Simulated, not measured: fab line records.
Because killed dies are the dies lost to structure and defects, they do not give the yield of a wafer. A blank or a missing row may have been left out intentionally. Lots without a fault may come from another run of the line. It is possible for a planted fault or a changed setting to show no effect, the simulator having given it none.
Code-filled problem report in 8D (eight disciplines) form + flow n5Finfet + the parts of the form that need people (team, actions taken, sign-off) are left out

## 1. THE PROBLEM
Wafers without a fault read 15, standard deviation 6; killed_at_M4_up at N5_PASSIVATION_PROBE_49 reads a mean of 94 on 3 wafers belonging to 2 lots. Measured from the usual mean, that is +13 standard deviations.
Seen first at day 17 16:49 on prober-01, wafer L507.4. The record has a number at this step for 7 wafers belonging to 3 lots. By rule, "out" or "out of limits" means more than 4 standard deviations away from the usual mean. The other wafers with a number count as sound.

## 2. WHAT IT IS, AND WHAT IT ISN'T
| question                    | is                     | is not                                                                                         |
|-----------------------------|------------------------|------------------------------------------------------------------------------------------------|
| which readings at this step | killed_at_M4_up        | killed_at_M0_to_M3, killedAtContacts, killedAtFrontEnd, killedAtOther, killedOpen, killedShort |
| which lots                  | L507, L509             | L501                                                                                           |
| which wafers of those lots  | L507.4, L509.1, L509.5 | L507.3, L507.6, L509.6                                                                         |
| read on which tools         | prober-01, prober-02   | -                                                                                              |
| when                        | from day 17 16:49      | up to then (2 sound wafers); but 2 sound wafers of L507, L509 came after                       |

## 3. SUSPECTS, AND WHAT RULES EACH OUT
Counting: if a tool at a process step up to the reading ran every lot that is out, it stays a suspect. Sound lots after the first of them don't rule it out here, since some wafers of a struck lot are sound.
- rieDiel-04 at N5_BEOL_M11_ETCH_66 (etches SOC in N2/H2, target depth 120 nm, overetch 24 nm, time 180 s): kept. It ran every lot that is out, first L507 (day 16 03:05).
- Within rieDiel-04 at N5_BEOL_M11_ETCH_66: the wafers that are out ran in chamber 2; their sound lot-mates ran in chambers 0, 1, 3.
After counting, what remains is rieDiel-04 at N5_BEOL_M11_ETCH_66.

## 4. THE CAUSE (what the simulator had put in)
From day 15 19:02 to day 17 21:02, rieDiel-04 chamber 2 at N5_BEOL_M11_ETCH_66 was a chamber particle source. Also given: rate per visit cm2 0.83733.
This tool alone remained once counting was done.

## 5. THE CHAIN OF EFFECTS, in route order
Rows list readings where the struck wafers' mean (over those with a number) sits beyond 3 standard deviations from the usual. Only readings for which the record gives a usual standard deviation are gone through. hours: the time from each lot's start at the first step in this table that gives one to its start at this step, as a median over the lots. sigmas: the change in usual standard deviations.
| hours | step                    | reading             | usual  | on struck wafers | change | sigmas |
|-------|-------------------------|---------------------|--------|------------------|--------|--------|
| 0     | N5_PASSIVATION_PROBE_49 | defectLimitedYield  | 91.4 % | 84.8             | -6.6   | -4.4   |
| 0     | N5_PASSIVATION_PROBE_49 | killed_at_M4_up     | 15     | 94               | +79    | +13    |
| 0     | N5_PASSIVATION_PROBE_49 | killedDies          | 101    | 180              | +79    | +4.4   |
| 0     | N5_PASSIVATION_PROBE_49 | killedOnRim         | 14     | 30               | +16    | +3.6   |
| 0     | N5_PASSIVATION_PROBE_49 | sort_bin_5_function | 5.0 %  | 8.8              | +3.8   | +3.9   |
| 0     | N5_PASSIVATION_PROBE_49 | sortNPass           | 1079   | 1000             | -79    | -4.4   |
| 0     | N5_PASSIVATION_PROBE_49 | sortYieldPct        | 91.4 % | 84.8             | -6.6   | -4.4   |
Process steps it contains:
- N5_PASSIVATION_PROBE_49

## 6. WHAT WOULD HAVE CAUGHT IT SOONER
The fault began at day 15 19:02; the first out-of-limits reading in this record came at day 17 16:49, 46 hours later.
Tool readings at N5_BEOL_M11_ETCH_66 with a usual standard deviation given in the record: none out on any struck wafer, hence no alarm at a limit of 4 standard deviations on them.
Lots out: 2; all had begun N5_BEOL_M11_ETCH_66 on rieDiel-04 by day 17 16:49. Holding the tool at that point would not have protected any of them.
